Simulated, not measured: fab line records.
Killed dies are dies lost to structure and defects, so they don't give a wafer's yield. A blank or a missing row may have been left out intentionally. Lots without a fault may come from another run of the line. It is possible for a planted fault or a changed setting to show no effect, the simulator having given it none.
Struck lot and sound lot, side by side | flow nandHarc | 14 steps out of a route of 1302
Sound: wafers L459.2, L459.3, L459.4. Struck: wafer L471.6 (left out: L471.1, L471.3 of the same lot, which were not struck); the cause appears at the end.
At each step with rows: each side's tool, then ch and its chambers, then its first start. Under that, the readings that differ: sound wafers | struck wafers | difference of the means | sigmas: that difference in standard deviations of wafers without a fault.
alike: readings with means less than 2 such deviations apart, plus words and numbers identical on both sides. not compared: withheld readings, readings lacking a value on some wafer, bounds such as >300 that could conceal the same value, and numbers that have no deviation in the record and whose values overlap.
A row with sigmas, a row that says differs or no value, or rows on one side alone: a step with any of these is where the two part. Numbers that have no deviation but don't overlap get no sigmas and don't part them. A reading that every wafer of one side lacks parts them only if that side has two wafers or more.

NHARC_A_SLIT_ETCH_26: etches the open film in C4F8/O2/Ar, time 90 s, target depth 400 nm.
  sound on harEtch-02 ch 0,1, day 19 18:41; struck on harEtch-01 ch 1, day 24 15:52
reading                      | sound          | struck | difference | sigmas
drypumpMotorCurrentA (A)     | 4.8 4.8 5.1    | 6.1    | +1.2       | +2
showerheadPlenumPTorr (Torr) | 3.97 3.97 3.74 | 3.62   | -0.27      | -2
  alike: mfcArSccm, throttleValvePct
  not compared: rfHoursCounterH
then, 1 step without rows for these wafers: NHARC_A_SLIT_STRIP_28 (strips in O2/COS).
NHARC_A_SLIT_ETCH_29: etches the open film in CF4/O2, target depth 100 nm, overetch 10 nm, time 55 s.
  sound on rieDiel-13 ch 0,2,3, day 19 19:34; struck on rieDiel-02 ch 3, day 24 16:43
reading              | sound                | struck | difference | sigmas
throttleValvePct (%) | 13.389 13.393 13.400 | 13.373 | -0.021     | -2
  alike: drypumpMotorCurrentA, mfcArSccm, oes_ar_750_au, oesProductAu, rfVppV, showerheadPlenumPTorr
  not compared: rfHoursCounterH
NHARC_A_SLIT_STRIP_18: strips in O2.
  sound on rieDiel-13 ch 0,2,3; struck on rieDiel-02 ch 2
  alike: drypumpMotorCurrentA, mfcArSccm, oesProductAu, rfVppV, showerheadPlenumPTorr, throttleValvePct
  not compared: rfHoursCounterH
then, 2 steps without rows for these wafers: NHARC_A_SLIT_PRECLEAN_19 (cleans in SC1); NHARC_A_SLIT_SRD_20.
NHARC_A_SLIT_CD_MEAS_21:
  sound on cdSem-02, day 19 20:06; struck on cdSem-01, day 24 17:16
  alike: cdNm
then, 3 steps without rows for these wafers: NHARC_A_SIN_REMOVE_WET_00 (chemistry H3PO4, time 15300 s); NHARC_A_SIN_REMOVE_PRECLEAN_01 (cleans in SC1); NHARC_A_SIN_REMOVE_SRD_02.
NHARC_A_SIN_REMOVE_INSPECT_04:
  sound on defectInspect-02, day 20 02:40; struck on defectInspect-02, day 24 23:52
  alike: rawDefectCount
NHARC_A_WL_FILL_ALD_00: deposits Al2O3, target thk 3 nm, pulse time 3 s, ald cycles 30.
  sound on aldHk-02 ch 1,2,3, day 20 02:44; struck on aldHk-04 ch 0, day 24 23:57
reading   | sound    | struck | difference | sigmas
aldCycles | 30 30 30 | 40     | +10        | 
  alike: heaterPowerOuterW, heaterPowerW, precursorPulseHeightRel
NHARC_A_WL_FILL_RTA_01: time 5 s.
  sound on rtpAnneal-01 ch 0, day 20 03:01; struck on rtpAnneal-01 ch 0, day 25 00:11
  alike: lamp_zone_3_pct, wafer_temp_C_max
next, for these wafers, 1 step has no rows: NHARC_END_SORT_01.

## WHERE THEY PART
Earliest at NHARC_A_SLIT_ETCH_26; latest, in this record, at NHARC_A_SLIT_ETCH_29. Later steps at which nothing parts them and some readings are alike: NHARC_A_SLIT_STRIP_18, NHARC_A_SLIT_CD_MEAS_21, NHARC_A_SIN_REMOVE_INSPECT_04, NHARC_A_WL_FILL_ALD_00, NHARC_A_WL_FILL_RTA_01.

WHY: whatever the simulator had introduced
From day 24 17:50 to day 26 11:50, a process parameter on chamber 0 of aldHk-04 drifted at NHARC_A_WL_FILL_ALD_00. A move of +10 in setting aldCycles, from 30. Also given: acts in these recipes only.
